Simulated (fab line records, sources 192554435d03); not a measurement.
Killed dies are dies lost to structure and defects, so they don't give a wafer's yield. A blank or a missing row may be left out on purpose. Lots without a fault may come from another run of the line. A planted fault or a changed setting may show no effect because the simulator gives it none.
fab line records | flow n5_finfet
record lots=7 wafers=18 last_day=18
route steps=1938 shown BEOL_M0_SAQP@634 BEOL_M4@1111 PASSIVATION@1936
lots that met no fault: from a run of the same line without faults
start_h: hours from the record's first day to the start of the lot's first wafer shown | wait_h: hours since the lot's step before | " the same as in the row above | L1.1+2: a row that stands for several wafers | - no value, or no start given | * or withheld: withheld | < > ~ a bound
route shown NAME@n: a module of which the file shows steps, and the number in the route of the first | usual: mean/standard deviation of fault-free wafers | same: alike in all rows | chamber/n: place in a boat | sites: the reading at each site | _std_site: their standard deviation | _edge_site: outer sites' mean less inner sites' | radius_mm: how far each site lies from the wafer's centre | mask NAME#n: copy n | behind: the tool/chamber that last shaped the wafer | hold: why the lot was held/for how many hours/how that ended | device: the transistor (n, p or np) that didn't switch | end of line: the same wafers' tests at the end of the route | a step without rows: its recipe alone | killed: dies lost to structure and defects at the first sort, not the wafer's yield | map: a wafer's dies, x killed, . not, _ none there
set.NAME: the setting as run; set.NAME@STEP: as run at that earlier step | model.NAME: the simulator's own value behind a step, which no gauge read
lots at some steps of the route; a table a step, a row a wafer
services: from which hour (start_h, from the record's first day; less than 0 if before it) a tool's chamber was out of use, for how many hours, and why
## steps
# step N5_BEOL_M0_SAQP_HM_DEP_02
# recipe material=TiN target_thk_a=120 temp_c=25 chamber_pressure_pa=0.49996
# usual chamber_pressure_pa=0.5001/0.00088 throttle_valve_pct=30.0/1.2
# columns lot.wafer tool chamber start_h wait_h chamber_pressure_pa throttle_valve_pct
L871.2 pvd_sputter-03 - 150.82 1.5 0.5007 29.1
L871.3 " - " " 0.4989 29.4
L871.4 " - " " 0.4999 28.7
L873.1 pvd_sputter-03 - 163.10 1.3 0.4997 29.0
L873.3 " - " " 0.5000 30.9
L873.4 " - " " 0.4997 29.0
L875.2 pvd_sputter-01 - 173.45 0.8 0.4995 30.5
L875.3 " - " " 0.4994 31.7
L875.5 " - " " 0.5006 28.3
L880.3 pvd_sputter-01 - 209.65 0.6 0.5001 29.9
L880.4 " - " " 0.5003 31.5
L881.1 pvd_sputter-02 - 213.52 0.4 0.4996 30.0
L881.4 " - " " 0.5008 29.7
L881.5 " - " " 0.5007 30.2
L887.2 pvd_sputter-02 - 244.19 0.9 0.5000 32.2
L887.4 " - " " 0.5011 30.5
L886.2 pvd_sputter-02 - 247.83 1.6 0.4994 29.3
L886.4 " - " " 0.5013 30.4
# step N5_BEOL_M0_SAQP_PECVD_03
# recipe material=SiCN target_thk_a=120 temp_c=withheld precursor=3MS/NH3 pressure_torr=3 rf_w=202 time_s=21.1
# usual chamber_pressure_Torr=3.001/0.0068 showerhead_plenum_p_Torr=3.672/0.011 throttle_valve_pct=8.7/0.32
# columns lot.wafer tool chamber start_h wait_h chamber_pressure_Torr showerhead_plenum_p_Torr throttle_valve_pct
L871.2 pecvd-02 0 150.94 0.1 3.010 3.667 8.9
L871.3 " 1 " " 2.998 3.659 8.6
L871.4 " 1 " " 3.004 3.672 8.7
L873.1 pecvd-02 1 163.22 0.1 3.005 3.668 8.8
L873.3 " 2 " " 2.998 3.660 8.6
L873.4 " 0 " " 3.009 3.663 8.5
L875.2 pecvd-01 2 173.57 0.1 2.996 3.693 8.0
L875.3 " 0 " " 2.997 3.678 8.7
L875.5 " 0 " " 3.004 3.689 9.0
L880.3 pecvd-04 0 209.79 0.1 3.014 3.660 8.8
L880.4 " 1 " " 3.018 3.661 9.0
L881.1 pecvd-04 1 213.65 0.1 2.990 3.674 8.9
L881.4 " 1 " " 2.997 3.670 8.7
L881.5 " 1 " " 3.004 3.664 9.2
L887.2 pecvd-01 2 244.31 0.1 2.996 3.675 7.8
L887.4 " 2 " " 3.005 3.692 8.1
L886.2 pecvd-01 1 247.95 0.1 2.998 3.673 8.9
L886.4 " 1 " " 3.001 3.669 9.2
# step N5_BEOL_M0_SAQP_PECVD_96
# recipe material=a-Si target_thk_a=450 temp_c=350 precursor=SiH4/He pressure_torr=3 rf_w=100 time_s=45.2
# step N5_BEOL_M0_SAQP_PECVD_97
# recipe material=SiNx target_thk_a=230 temp_c=350 precursor=SiH4/NH3/N2 pressure_torr=1.5 rf_w=300 time_s=19.9
# usual chamber_pressure_Torr=1.500/0.0036 heater_power_w=581/71 showerhead_plenum_p_Torr=5.18/0.057 throttle_valve_pct=38.2/1.3
# columns lot.wafer tool chamber start_h wait_h chamber_pressure_Torr heater_power_w showerhead_plenum_p_Torr throttle_valve_pct
L871.2 pecvd-02 0 151.02 0.0 1.500 488 5.11 38.9
L871.3 " 1 " " 1.510 553 5.16 37.6
L871.4 " 1 " " 1.504 551 5.16 38.0
L873.1 pecvd-02 1 163.30 0.0 1.499 588 5.14 37.6
L873.3 " 2 " " 1.498 571 5.16 38.1
L873.4 " 0 " " 1.499 518 5.13 38.6
L875.2 pecvd-01 2 173.65 0.0 1.502 580 5.28 35.5
L875.3 " 0 " " 1.499 631 5.24 38.6
L875.5 " 0 " " 1.504 630 5.23 38.0
L880.3 pecvd-04 0 209.90 0.0 1.501 719 5.11 37.6
L880.4 " 1 " " 1.502 451 5.15 39.1
L881.1 pecvd-04 1 213.77 0.0 1.502 473 5.16 39.1
L881.4 " 1 " " 1.501 476 5.14 38.8
L881.5 " 1 " " 1.492 468 5.16 39.1
L887.2 pecvd-01 2 244.39 0.0 1.498 577 5.29 35.8
L887.4 " 2 " " 1.496 582 5.30 35.7
L886.2 pecvd-01 1 248.03 0.0 1.495 653 5.17 39.5
L886.4 " 1 " " 1.499 649 5.17 39.4
# step N5_BEOL_M0_SAQP_PECVD_04
# recipe material=a-Si target_thk_a=600 temp_c=350 precursor=SiH4/He pressure_torr=3 rf_w=100 time_s=60.2
# usual chamber_pressure_Torr=3.000/0.0061 heater_power_w=650/66 showerhead_plenum_p_Torr=5.70/0.042 throttle_valve_pct=17.4/0.6
# columns lot.wafer tool chamber start_h wait_h chamber_pressure_Torr heater_power_w showerhead_plenum_p_Torr throttle_valve_pct
L871.2 pecvd-02 0 151.06 0.0 3.001 565 5.66 17.6
L871.3 " 1 " " 2.999 570 5.67 17.3
L871.4 " 1 " " 2.993 569 5.69 17.1
L873.1 pecvd-02 1 163.33 0.0 2.999 651 5.69 17.1
L873.3 " 2 " " 2.999 737 5.68 17.3
L873.4 " 0 " " 3.004 551 5.67 17.9
L875.2 pecvd-01 2 173.69 0.0 2.991 623 5.77 16.2
L875.3 " 0 " " 3.002 597 5.74 17.6
L875.5 " 0 " " 3.002 607 5.75 17.5
L880.3 pecvd-04 0 209.98 0.1 2.992 774 5.66 17.3
L880.4 " 1 " " 2.998 570 5.69 17.8
L881.1 pecvd-04 1 213.83 0.0 3.002 554 5.67 17.9
L881.4 " 1 " " 2.995 548 5.68 18.0
L881.5 " 1 " " 3.001 543 5.67 18.1
L887.2 pecvd-01 2 244.43 0.0 2.998 640 5.78 16.2
L887.4 " 2 " " 2.996 666 5.78 16.2
L886.2 pecvd-01 1 248.07 0.0 2.994 682 5.69 17.9
L886.4 " 1 " " 3.004 701 5.69 18.0
# step N5_BEOL_M0_SAQP_THK_MEAS_05
# usual thk_nm=60.2/0.86
# columns lot.wafer tool chamber start_h wait_h thk_nm
L871.2 film_metro-02 - 151.15 0.1 59.4
L871.3 " - " " 59.8
L871.4 " - " " 60.8
L873.1 film_metro-02 - 163.43 0.1 59.8
L873.3 " - " " 60.6
L873.4 " - " " 61.4
L875.2 film_metro-01 - 173.78 0.1 60.3
L875.3 " - " " 59.2
L875.5 " - " " 61.6
L880.3 film_metro-02 - 210.07 0.1 59.8
L880.4 " - " " 59.7
L881.1 film_metro-02 - 213.95 0.1 59.6
L881.4 " - " " 60.1
L881.5 " - " " 60.0
L887.2 film_metro-02 - 244.52 0.1 60.3
L887.4 " - " " 61.1
L886.2 film_metro-01 - 248.16 0.1 58.6
L886.4 " - " " 59.7
# step N5_BEOL_M0_SAQP_HM_DEP_111
# recipe material=SiO2 target_thk_a=120 temp_c=400 precursor=SiH4/N2O pressure_torr=0.75 rf_w=275 time_s=7.2
# usual chamber_pressure_Torr=0.7501/0.0017 heater_power_w=804/97 showerhead_plenum_p_Torr=8.20/0.11
# columns lot.wafer tool chamber start_h wait_h chamber_pressure_Torr heater_power_w showerhead_plenum_p_Torr
L871.2 pecvd-02 2 151.19 0.0 0.7511 778 8.17
L871.3 " 0 " " 0.7493 740 8.14
L871.4 " 0 " " 0.7504 757 8.14
L873.1 pecvd-01 2 163.47 0.0 0.7482 789 8.44
L873.3 " 1 " " 0.7501 985 8.23
L873.4 " 1 " " 0.7480 977 8.21
L875.2 pecvd-04 2 173.82 0.0 0.7522 738 8.10
L875.3 " 1 " " 0.7511 625 8.17
L875.5 " 1 " " 0.7500 641 8.16
L880.3 pecvd-04 0 210.13 0.1 0.7496 986 8.07
L880.4 " 1 " " 0.7489 615 8.16
L881.1 pecvd-01 1 213.99 0.0 0.7494 919 8.22
L881.4 " 2 " " 0.7502 684 8.45
L881.5 " 0 " " 0.7471 855 8.35
L887.2 pecvd-04 0 244.56 0.0 0.7496 1012 8.07
L887.4 " 1 " " 0.7488 709 8.17
L886.2 pecvd-04 2 248.20 0.0 0.7532 795 8.07
L886.4 " 0 " " 0.7485 892 8.08
# step N5_BEOL_M0_SAQP_COAT_81
# recipe resist=SOC temp_c=250 time_s=60 spin_rpm=1500 resist_thk_nm=100
# step N5_BEOL_M0_SAQP_COAT_82
# recipe resist=SiARC temp_c=220 time_s=60 spin_rpm=1500 resist_thk_nm=30
# step N5_BEOL_M0_SAQP_COAT_08
# recipe resist=CAR-ArF spin_rpm=1500 resist_thk_nm=90
# step N5_BEOL_M0_SAQP_EBR_10
# recipe solvent=PGMEA ebr_width_mm=1.5
# step N5_BEOL_M0_SAQP_SOFTBAKE_09
# recipe temp_c=110 time_s=60 resist=CAR-ArF
# step N5_BEOL_M0_SAQP_EXPOSE_11
# recipe mask_id=M0_CORE na=1.35 source_shape=dipole sigma_inner=0.538 sigma_outer=0.738 polarization=te target_cd_nm=42 dose_mj=55
# same na=1.35
# columns lot.wafer tool chamber start_h wait_h mask
L871.2+3+4 arfi_scanner-03 0 151.39 - M0_CORE#0
L873.1+3+4 arfi_scanner-02 0 163.79 - M0_CORE#0
L875.2+3+5 arfi_scanner-01 0 174.17 - M0_CORE#0
L880.3+4 arfi_scanner-01 0 210.34 - M0_CORE#0
L881.1+4+5 arfi_scanner-03 0 214.31 - M0_CORE#0
L887.2+4 arfi_scanner-01 0 244.88 - M0_CORE#0
L886.2+4 arfi_scanner-01 0 248.40 - M0_CORE#0
# step N5_BEOL_M0_SAQP_PEB_12
# recipe peb_temp_c=withheld peb_time_s=60 resist=CAR-ArF
# step N5_BEOL_M0_SAQP_DEVELOP_13
# recipe develop_time_s=30 developer=TMAH resist=CAR-ArF dev_temp_c=23 rinse_liquid=diw dry=air_spin
# step N5_BEOL_M0_SAQP_CD_MEAS_14
# recipe target_cd_nm=42.5 landing_energy_ev=500 detector=se_inlens
# usual cd_nm=42.6/0.32
# same landing_energy_ev=500
# columns lot.wafer tool chamber start_h wait_h cd_nm
L871.2 cd_sem-02 0 151.51 - 42.8
L871.3 " 0 " " 43.3
L871.4 " 0 " " 42.5
L873.1 cd_sem-01 0 163.91 - 42.3
L873.3 " 0 " " 42.8
L873.4 " 0 " " 42.2
L875.2 cd_sem-02 0 174.29 - 42.6
L875.3 " 0 " " 43.1
L875.5 " 0 " " 43.3
L880.3 cd_sem-01 0 210.46 - 43.1
L880.4 " 0 " " 41.2
L881.1 cd_sem-03 0 214.44 - 42.5
L881.4 " 0 " " 42.4
L881.5 " 0 " " 42.5
L887.2 cd_sem-03 0 245.00 - 40.7
L887.4 " 0 " " 40.9
L886.2 cd_sem-03 0 248.52 - 40.9
L886.4 " 0 " " 41.3
# step N5_BEOL_M0_SAQP_OVL_MEAS_15
# recipe points_per_wafer=44
# usual M0_CORE_OVL=0.0/0.79
# columns lot.wafer tool chamber start_h wait_h M0_CORE_OVL[nm]
L871.2 overlay-01 0 151.54 0.0 -0.8
L871.3 " 0 " " 0.4
L871.4 " 0 " " 0.3
L873.1 overlay-01 0 163.94 0.0 -0.2
L873.3 " 0 " " 1.8
L873.4 " 0 " " 0.9
L875.2 overlay-02 0 174.32 0.0 0.8
L875.3 " 0 " " -0.3
L875.5 " 0 " " 0.4
L880.3 overlay-01 0 210.48 0.0 0.7
L880.4 " 0 " " -0.4
L881.1 overlay-02 0 214.47 0.0 -0.3
L881.4 " 0 " " -0.3
L881.5 " 0 " " 0.4
L887.2 overlay-01 0 245.03 0.0 -0.1
L887.4 " 0 " " -0.6
L886.2 overlay-02 0 248.55 0.0 -1.4
L886.4 " 0 " " -0.1
# step N5_BEOL_M4_RC_MEAS_101
# usual DIBL_N=35.8/1.6 DIBL_P=36.0/1.9 IOFF_N=0.151/0.029 IOFF_P=0.21/0.037 ION_N=673/12 ION_P=463/7.3 SS_N=71.5/0.58 SS_P=73.2/0.61 VT_N=251/3.3 VT_P=-250/3.3
# columns lot.wafer tool chamber start_h wait_h DIBL_N[mV/V] DIBL_P[mV/V] IOFF_N[nA/um] IOFF_P[nA/um] ION_N[uA/um] ION_P[uA/um] SS_N[mV/dec] SS_P[mV/dec] VT_N[mV] VT_P[mV]
L873.1 prober-02 0 213.18 0.0 33.6 35.0 0.128 0.22 662 467 72.3 73.0 256 -248
L873.3 " 0 " " 33.8 34.5 0.136 0.21 667 465 71.4 72.9 251 -247
L873.4 " 0 " " 36.6 38.1 0.195 0.28 684 472 72.1 73.7 248 -243
L871.2 prober-02 0 220.56 0.2 39.2 40.5 0.212 0.25 688 470 71.9 73.7 245 -249
L871.3 " 0 " " 36.3 36.0 0.138 0.19 680 461 71.9 73.4 253 -252
L871.4 " 0 " " 39.0 39.5 0.199 0.24 685 465 71.9 73.9 246 -249
L875.2 prober-01 0 241.81 0.2 34.1 35.2 0.120 0.15 663 457 70.9 72.3 253 -255
L875.3 " 0 " " 35.6 37.2 0.146 0.18 677 458 71.0 73.2 253 -256
L875.5 " 0 " " 34.7 35.9 0.125 0.17 654 450 70.3 73.0 256 -256
L881.1 prober-01 0 277.28 0.0 36.1 36.7 0.174 0.22 691 473 71.8 73.6 247 -252
L881.4 " 0 " " 33.0 32.3 0.112 0.16 659 455 70.5 72.4 255 -251
L881.5 " 0 " " 33.6 33.6 0.128 0.17 677 463 71.3 73.2 252 -251
L880.3 prober-02 0 278.80 0.3 36.0 35.6 0.178 0.24 679 466 71.7 73.5 249 -247
L880.4 " 0 " " 35.1 34.5 0.145 0.22 666 468 71.4 73.3 250 -249
L886.2 prober-02 0 314.35 0.2 34.0 33.1 0.109 0.16 654 455 71.3 72.6 255 -255
L886.4 " 0 " " 35.1 34.7 0.127 0.18 667 461 71.6 73.5 254 -255
L887.2 prober-01 0 314.73 0.2 34.0 34.4 0.113 0.19 654 457 71.1 73.3 256 -252
L887.4 " 0 " " 33.1 34.0 0.114 0.18 671 471 70.7 72.3 258 -251
# step N5_PASSIVATION_PROBE_49
# usual defect_limited_yield=90.9/1.4 killed_at_M0_to_M3=37/12 killed_at_M4_up=14/5.3 killed_at_contacts=12/6.2 killed_at_front_end=41/11 killed_at_other=3.7/2.9 killed_dies=107/17 killed_open=71/12 killed_short=34/7.9 sort_bin_5_function=5.3/0.95 sort_bin_6_memory=3.4/0.7 sort_n_pass=1073/17 sort_yield_pct=90.9/1.5
# same gross_dies=1180 killed_at_back_side=0 sort_bin_4_leakage[%]=0 sort_bin_8_speed[%]=0
# columns lot.wafer tool chamber start_h wait_h defect_limited_yield[%] killed_at_M0_to_M3 killed_at_M4_up killed_at_contacts killed_at_front_end killed_at_other killed_dies killed_open killed_short sort_bin_5_function[%] sort_bin_6_memory[%] sort_n_pass sort_yield_pct[%]
L881.1 prober-01 - 387.40 0.0 90.4 40 15 11 43 4 113 78 33 5.3 4.0 1067 90.4
L881.5 prober-01 - 387.60 0.2 88.5 47 22 20 45 2 136 100 32 6.8 4.4 1044 88.5
L880.3 prober-02 - 389.10 0.1 93.3 31 7 12 20 9 79 50 29 4.0 2.5 1101 93.3
L880.4 prober-02 - 389.15 0.2 90.1 31 18 12 53 3 117 78 32 5.5 3.6 1063 90.1
L886.2 prober-02 - 419.77 0.1 91.9 37 11 4 43 1 96 69 25 4.4 3.4 1084 91.9
L886.4 prober-02 - 419.87 0.2 90.0 35 6 19 49 9 118 74 42 6.4 3.4 1062 90.0
# killed by level:class
L881.1 STI_FIN_REVEAL:geometric_particle:open=11 BEOL_M2:geometric_particle:open=11 BEOL_M0_SAQP:geometric_particle:open=9 MOL_CONTACT_COAG:geometric_particle:open=8 FIN_SAQP:geometric_particle:open=7 FIN_SAQP:geometric_particle:short=6 BEOL_M0_SAQP:geometric_particle:short=6 BEOL_M4:geometric_particle:open=6
L881.5 MOL_CONTACT_COAG:geometric_particle:open=17 BEOL_M3:geometric_particle:open=17 BEOL_M4:geometric_particle:open=11 BEOL_M0_SAQP:geometric_particle:open=10 STI_FIN_REVEAL:geometric_particle:open=9 FIN_SAQP:geometric_particle:open=8 ILD0:geometric_particle:short=6 BEOL_M2:geometric_particle:open=6
L880.3 MOL_CONTACT_COAG:geometric_particle:open=11 BEOL_M1:geometric_particle:open=8 BEOL_M2:geometric_particle:open=8 PAD_METAL:geometric_particle:short=6 STI_FIN_REVEAL:geometric_particle:open=4 BEOL_M0_SAQP:geometric_particle:short=4 FIN_SAQP:geometric_particle:short=3 BEOL_M0:geometric_particle:open=3
L880.4 STI_FIN_REVEAL:geometric_particle:open=22 MOL_CONTACT_COAG:geometric_particle:open=9 BEOL_M4:geometric_particle:open=9 BEOL_M0_SAQP:geometric_particle:open=8 GATE_CUT:geometric_particle:short=6 BEOL_M2:geometric_particle:open=6 STI_FIN_REVEAL:geometric_particle:short=5 BEOL_M0_SAQP:geometric_particle:short=5
L886.2 BEOL_M1:geometric_particle:open=16 STI_FIN_REVEAL:geometric_particle:open=10 GATE_CUT:geometric_particle:open=6 BEOL_M0_SAQP:geometric_particle:open=6 BEOL_M3:geometric_particle:open=6 FIN_SAQP:geometric_particle:short=5 GATE_CUT:geometric_particle:short=5 MOL_CONTACT_COAG:geometric_particle:open=4
L886.4 MOL_CONTACT_COAG:geometric_particle:open=14 FIN_SAQP:geometric_particle:short=12 BEOL_M1:geometric_particle:open=12 GATE_CUT:geometric_particle:short=9 FIN_SAQP:geometric_particle:open=7 BEOL_M3:geometric_particle:open=6 STI_FIN_REVEAL:geometric_particle:open=5 MOL_CONTACT_COAG:geometric_particle:short=5
## services
# columns tool chamber start_h hours kind
arfi_scanner-01 - 126.96 1.0 pm
pvd_sputter-01 - 137.17 2.2 repair
pecvd-01 - 139.51 14.6 pm
arfi_scanner-03 - 145.43 0.8 pm
arfi_scanner-02 - 153.63 0.8 pm
arfi_scanner-03 - 163.39 1.5 pm
pecvd-04 0 166.05 - clean
pecvd-04 0 166.05 29.5 scheduled_down
pecvd-04 0 166.05 29.5 vent_cycle
pecvd-04 2 202.38 - clean
pecvd-04 2 202.38 - consumable_replace:showerhead
pecvd-04 2 202.38 29.0 scheduled_down
arfi_scanner-02 - 202.79 1.3 pm
arfi_scanner-01 - 203.27 1.3 pm
arfi_scanner-02 - 206.25 2.5 repair
arfi_scanner-01 - 210.78 14.0 repair
arfi_scanner-03 - 211.60 1.0 pm
arfi_scanner-02 - 226.14 1.0 pm
arfi_scanner-03 - 227.96 2.5 repair
pvd_sputter-01 - 231.67 2.2 repair
arfi_scanner-02 - 234.30 0.2 repair
pvd_sputter-01 - 236.50 2.7 repair
pecvd-01 0 239.72 2.1 scheduled_down
arfi_scanner-03 - 247.56 1.3 pm
## key
first_sign step=N5_BEOL_M0_SAQP_CD_MEAS_14 reading=cd_nm direction=down sigmas=5 usual=42.6 struck=41.0
effect none on later readings
met_at N5_BEOL_M0_SAQP_EXPOSE_11
struck_wafers L880.4,L886.2,L886.4,L887.2,L887.4
onset_between 174.17 210.34
fault kind=process_parameter_drift tool=arfi_scanner-01 chamber=- onset_h=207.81 steps=N5_BEOL_M0_SAQP_EXPOSE_11 channel=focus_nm offset=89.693 shape=step end_h=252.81 scope=struck_wafers_only
